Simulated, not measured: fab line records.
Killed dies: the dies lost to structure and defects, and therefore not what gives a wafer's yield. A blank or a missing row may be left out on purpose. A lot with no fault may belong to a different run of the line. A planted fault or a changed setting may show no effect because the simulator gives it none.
Comparing a struck lot with a sound one -- flow nand harc -- 15 steps out of a route of 1159
Sound: the wafers L476.2, L476.3, L476.4. Struck: wafers L485.1, L485.5, L485.6. The cause is named last.
Order at every step that has rows: each side's tool, ch and its chambers, its first start. Under that, the readings that differ: sound wafers -- struck wafers -- difference of the means -- sigmas: that difference in standard deviations of wafers without a fault.
alike: words and numbers the same on both sides, and readings whose means are apart by under 2 such deviations; not compared: readings that were withheld, readings missing a value for some wafer, numbers with overlapping values and no deviation given by the record, and bounds like >300 which may hide the same value.
Wherever a step has rows on one side only, a row that says differs or no value, or a row with sigmas, the two part there. Non-overlapping numbers with no deviation appear without sigmas and do not part them. A reading missing from all wafers of one side parts the sides only when that side holds two or more wafers.

first, 2 steps without rows for these wafers: NHARC_P_STI_SRD_39; NHARC_P_STI_OXIDE_40 (material SiO2, target thk 10 nm, ox time 1362 s).
NHARC_P_STI_INSPECT_25:
  sound on defect inspect-02, day 4 10:34; struck on defect inspect-02, day 7 00:22
  alike: raw defect count
then, 9 steps without rows for these wafers: NHARC_P_GATE_ETCH_69 (etches SiO2 in dHF, target depth 14 nm); NHARC_P_GATE_PRECLEAN_70 (cleans in SC1); NHARC_P_GATE_SRD_01; NHARC_P_GATE_OXIDE_02 (material SiO2, target thk 37.5 nm, ox time 365 s); NHARC_P_GATE_DEHYDRATE_03 (time 120 s); NHARC_P_GATE_HMDS_04 (time 30 s); NHARC_P_GATE_COAT_05; NHARC_P_GATE_SOFTBAKE_06 (time 95 s); NHARC_P_GATE_EBR_07.
NHARC_P_GATE_EXPOSE_08: exposes mask P HV.
  sound on krf scanner-01 ch 0, day 4 18:28; struck on krf scanner-01 ch 0, day 7 08:06
reading,sound,struck,difference,sigmas
exposure dose mJ cm2,16.768 16.791 16.757,14.459 14.438 14.473,-2.315,-99 or more
  alike: mask
then, 1 step without rows for these wafers: NHARC_P_GATE_PEB_09 (peb time 85 s).
-- jump in the record: it breaks off in module P_GATE and resumes in module END (first step shown: number 1159 of the route), and 15 days separate the struck wafers' starts before and after --
NHARC_END_SORT_01:
  only the struck wafers appear in the record here, on prober-02 ch 0 at day 22 08:21; the sound ones have no rows

WHERE THEY PART
First at NHARC_P_GATE_EXPOSE_08; last, within this record, at NHARC_END_SORT_01.

WHY: what had been put in by the simulator
Process parameter drift: krf scanner-01, from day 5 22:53 on, at NHARC_P_GATE_EXPOSE_08. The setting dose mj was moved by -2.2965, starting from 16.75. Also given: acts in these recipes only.
